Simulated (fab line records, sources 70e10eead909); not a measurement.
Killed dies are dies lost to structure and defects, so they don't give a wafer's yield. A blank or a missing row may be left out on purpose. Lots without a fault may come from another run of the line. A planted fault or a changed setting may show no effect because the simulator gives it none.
Which tool did it? | flow nand_harc | 11 lots, 33 wafers sampled, at 7 steps of a route of 1159

WHAT THE GAUGES READ, wafer by wafer
NHARC_A_CONTACT_INSPECT_23.
lot  | measured     | on                | raw_defect_count
L461 | day 17 06:59 | defect_inspect-02 | 498 347 444
L463 | day 17 17:07 | defect_inspect-01 | 345 384 626
L464 | day 17 17:41 | defect_inspect-01 | 328 559 426
L465 | day 17 18:25 | defect_inspect-02 | 495 355 476
L466 | day 18 14:27 | defect_inspect-01 | 476 426 379
L476 | day 20 21:48 | defect_inspect-01 | 1406 1276 1207
L478 | day 21 17:50 | defect_inspect-02 | 1228 1140 1128
L479 | day 21 18:34 | defect_inspect-01 | 460 486 690
L481 | day 22 08:30 | defect_inspect-02 | 381 519 514
L483 | day 22 17:02 | defect_inspect-02 | 451 378 323
L484 | day 23 23:52 | defect_inspect-02 | 549 376 467

NHARC_A_BLC_INSPECT_12.
lot  | measured     | on                | raw_defect_count
L461 | day 17 07:30 | defect_inspect-02 | 19 13 20
L463 | day 17 17:46 | defect_inspect-02 | 25 29 19
L464 | day 17 18:13 | defect_inspect-01 | 21 15 21
L465 | day 17 18:55 | defect_inspect-02 | 29 19 18
L466 | day 18 15:05 | defect_inspect-02 | 23 20 20
L476 | day 20 22:21 | defect_inspect-02 | 795 774 855
L478 | day 21 18:28 | defect_inspect-01 | 816 846 795
L479 | day 21 19:12 | defect_inspect-02 | 41 34 24
L481 | day 22 09:08 | defect_inspect-02 | 19 16 18
L483 | day 22 17:40 | defect_inspect-02 | 24 29 23
L484 | day 24 00:22 | defect_inspect-02 | 52 46 53

NHARC_END_SORT_01.
lot  | measured     | on        | killed_at_array | killed_at_other | killed_at_periphery | killed_dies | killed_open | killed_short
L476 | day 23 04:27 | prober-02 | 454 449 470     | 0 0 1           | 0 5 1               | 454 454 472 | 4 1 1       | 2 0 2
L478 | day 23 14:46 | prober-01 | 472 475 462     | 0 0 1           | 3 0 4               | 475 475 467 | 3 1 3       | 1 0 0

WHICH TOOL RAN EACH LOT (tool, then ch and the chambers of the sampled wafers, then the start)
lot  | NHARC_A_CONTACT_ETCH_139             | NHARC_A_CONTACT_ETCH_98                       | NHARC_A_CONTACT_CMP_20        | NHARC_A_BLC_DESCUM_15
L461 | har_cap_etch-01 ch 0,1, day 17 03:15 | rie_diel-09 ch 1,3, day 17 06:35 or earlier   | cmp-04 ch 0,1,3, day 17 06:35 | rie_diel-12 ch 1,2,3, day 17 07:35
L463 | har_cap_etch-03 ch 0,1, day 17 08:02 | rie_diel-09 ch 0,1,3, day 17 16:43 or earlier | cmp-03 ch 1,2, day 17 16:43   | rie_diel-12 ch 0,1,2, day 17 17:50
L464 | har_cap_etch-02 ch 0,1, day 17 10:37 | rie_diel-07 ch 1,2, day 17 17:18 or earlier   | cmp-02 ch 1,3, day 17 17:18   | rie_diel-12 ch 1,2, day 17 18:16
L465 | har_cap_etch-01 ch 0,1, day 17 11:24 | rie_diel-09 ch 0,1,2, day 17 18:01 or earlier | cmp-03 ch 0,2,3, day 17 18:01 | rie_diel-12 ch 1,2,3, day 17 18:59
L466 | har_cap_etch-02 ch 0, day 18 10:44   | rie_diel-02 ch 0,1,3, day 18 14:03 or earlier | cmp-03 ch 0,3, day 18 14:03   | rie_diel-08 ch 0,3, day 18 15:10
L476 | har_cap_etch-02 ch 0,1, day 20 18:47 | rie_diel-02 ch 0,1, day 20 21:26 or earlier   | cmp-03 ch 0,1, day 20 21:26   | rie_diel-12 ch 0,1,3, day 20 22:26
L478 | har_cap_etch-03 ch 0,1, day 21 12:22 | rie_diel-09 ch 0,1,3, day 21 17:26 or earlier | cmp-03 ch 0,1,3, day 21 17:26 | rie_diel-08 ch 2,3, day 21 18:32
L479 | har_cap_etch-02 ch 0,1, day 21 14:19 | rie_diel-09 ch 0,1,2, day 21 18:11 or earlier | cmp-04 ch 1,3, day 21 18:11   | rie_diel-12 ch 0,2,3, day 21 19:16
L481 | har_cap_etch-01 ch 0,1, day 22 05:24 | rie_diel-09 ch 0,3, day 22 08:07 or earlier   | cmp-04 ch 2,3, day 22 08:07   | rie_diel-06 ch 0,3, day 22 09:13
L483 | har_cap_etch-02 ch 0,1, day 22 10:07 | rie_diel-02 ch 2,3, day 22 16:40 or earlier   | cmp-04 ch 1,2, day 22 16:40   | rie_diel-12 ch 0,2, day 22 17:44
L484 | har_cap_etch-03 ch 1, day 23 16:38   | rie_diel-09 ch 1,2,3, day 23 23:29 or earlier | cmp-02 ch 0,1,3, day 23 23:29 | rie_diel-08 ch 0,1, day 24 00:26
- NHARC_A_CONTACT_ETCH_139: etches the open film in C4F8/O2/Ar, time 137 s, target depth 590 nm.
- NHARC_A_CONTACT_ETCH_98: etches the open film in C4F6/O2, target depth 20 nm, time 10 s.
- NHARC_A_CONTACT_CMP_20: polishes, t overpolish 30 s, target thk 300 nm.
- NHARC_A_BLC_DESCUM_15: chemistry O2, time 3 s.

WHAT THE TOOLS THEMSELVES READ (means of the sampled wafers that have a number; where no wafer has one, the mark that the record gives instead)
NHARC_A_CONTACT_ETCH_98.
lot  | tool        | drypump_motor_current_A (A) | oes_product_au (a.u.) | rf_vpp_V (V) | showerhead_plenum_p_Torr (Torr) | throttle_valve_pct (%)
L461 | rie_diel-09 | 5.9                         | 0.964                 | 550.3        | 4.09                            | 26.901
L463 | rie_diel-09 | 5.6                         | 0.951                 | 548.3        | 4.00                            | 26.903
L464 | rie_diel-07 | 5.6                         | 0.951                 | 548.3        | 3.96                            | 26.899
L465 | rie_diel-09 | 5.9                         | 0.947                 | 549.3        | 4.03                            | 26.892
L466 | rie_diel-02 | 6.1                         | 0.996                 | 551.6        | 4.15                            | 26.905
L476 | rie_diel-02 | 6.0                         | 0.937                 | 551.9        | 4.15                            | 26.914
L478 | rie_diel-09 | 5.6                         | 0.944                 | 547.9        | 3.99                            | 26.905
L479 | rie_diel-09 | 5.9                         | 0.939                 | 548.6        | 4.02                            | 26.897
L481 | rie_diel-09 | 5.2                         | 0.940                 | 547.6        | 3.97                            | 26.905
L483 | rie_diel-02 | 6.2                         | 0.999                 | 549.4        | 4.03                            | 26.908
L484 | rie_diel-09 | 5.7                         | 0.946                 | 550.1        | 4.09                            | 26.906

NHARC_A_CONTACT_CMP_20.
lot  | tool   | motor_current_A (A) | overpolish_run_s (s) | time_to_endpoint_s (s)
L461 | cmp-04 | 11.8                | 29.999               | 57.4
L463 | cmp-03 | 13.6                | 29.996               | 61.2
L464 | cmp-02 | 11.8                | 30.003               | 57.4
L465 | cmp-03 | 13.2                | 29.998               | 55.3
L466 | cmp-03 | 12.4                | 30.001               | 57.8
L476 | cmp-03 | 14.0                | 30.000               | 60.2
L478 | cmp-03 | 12.6                | 30.013               | 62.9
L479 | cmp-04 | 11.7                | 29.995               | 60.6
L481 | cmp-04 | 13.5                | 30.004               | 57.0
L483 | cmp-04 | 11.9                | 30.004               | 59.4
L484 | cmp-02 | 11.9                | 29.998               | 59.0

NHARC_A_BLC_DESCUM_15.
lot  | tool        | drypump_motor_current_A (A) | oes_product_au (a.u.) | rf_vpp_V (V) | showerhead_plenum_p_Torr (Torr) | throttle_valve_pct (%)
L461 | rie_diel-12 | 5.4                         | 0.999                 | 58.1         | 1.93                            | 11.318
L463 | rie_diel-12 | 5.6                         | 1.007                 | 57.5         | 1.87                            | 11.297
L464 | rie_diel-12 | 5.1                         | 1.006                 | 57.3         | 1.86                            | 11.311
L465 | rie_diel-12 | 5.4                         | 1.000                 | 57.2         | 1.93                            | 11.314
L466 | rie_diel-08 | 5.7                         | 1.007                 | 58.4         | 1.86                            | 11.298
L476 | rie_diel-12 | 5.6                         | 0.992                 | 57.6         | 1.90                            | 11.315
L478 | rie_diel-08 | 5.7                         | 1.014                 | 58.0         | 1.89                            | 11.296
L479 | rie_diel-12 | 5.9                         | 0.999                 | 58.8         | 1.94                            | 11.318
L481 | rie_diel-06 | 5.9                         | 1.000                 | 58.4         | 1.88                            | 11.305
L483 | rie_diel-12 | 6.0                         | 1.008                 | 57.2         | 1.87                            | 11.309
L484 | rie_diel-08 | 6.1                         | 1.010                 | 57.5         | 1.92                            | 11.306

THE ANSWER, worked out from the rows above alone
Rule: what is usual is taken from the lots themselves. Put in order of their means at a reading, lots are off if they are a third of the lots or fewer, leave a main group of 4 or more, and stand apart from it by a gap of 3 or more times the standard deviation of the main group's means; of several such gaps the widest counts. A main group whose means are all the same, to the digits that the tables above print for the reading, isn't used. A lot without any number at a reading at which 4 lots or more have one is off too. The other lots that the step has rows for count as sound. The gauges are gone through in route order, then the tools' own readings, and for those a lot's mean is taken as printed above. The first step at which some lot is off is used, and at that step the reading that is off furthest; a lot without a number counts as furthest.
Off: L476, L478, at NHARC_A_CONTACT_INSPECT_23 (raw_defect_count). The main group: mean 450, standard deviation 41.
A tool fits if, at a process step before that reading, it ran every lot that is off, and no sound lot after the first of them. The gauges at NHARC_A_CONTACT_INSPECT_23 are tried like those tools. NHARC_A_CONTACT_ETCH_98 gives no start for some lots, so the hours and the order of its lots are those of NHARC_A_CONTACT_CMP_20. One fits: cmp-03 at NHARC_A_CONTACT_CMP_20. Its last sound lot is L466 (day 18 14:03), its first lot that is off L476 (day 20 21:26): a fault that began between those two fits.

WHAT THE SIMULATOR HAD PUT IN
Chamber particle source: cmp-03, from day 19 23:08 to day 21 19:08, at NHARC_A_CONTACT_CMP_20. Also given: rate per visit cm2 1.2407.
Lots struck among those shown: L476, L478. The rule above found the same.
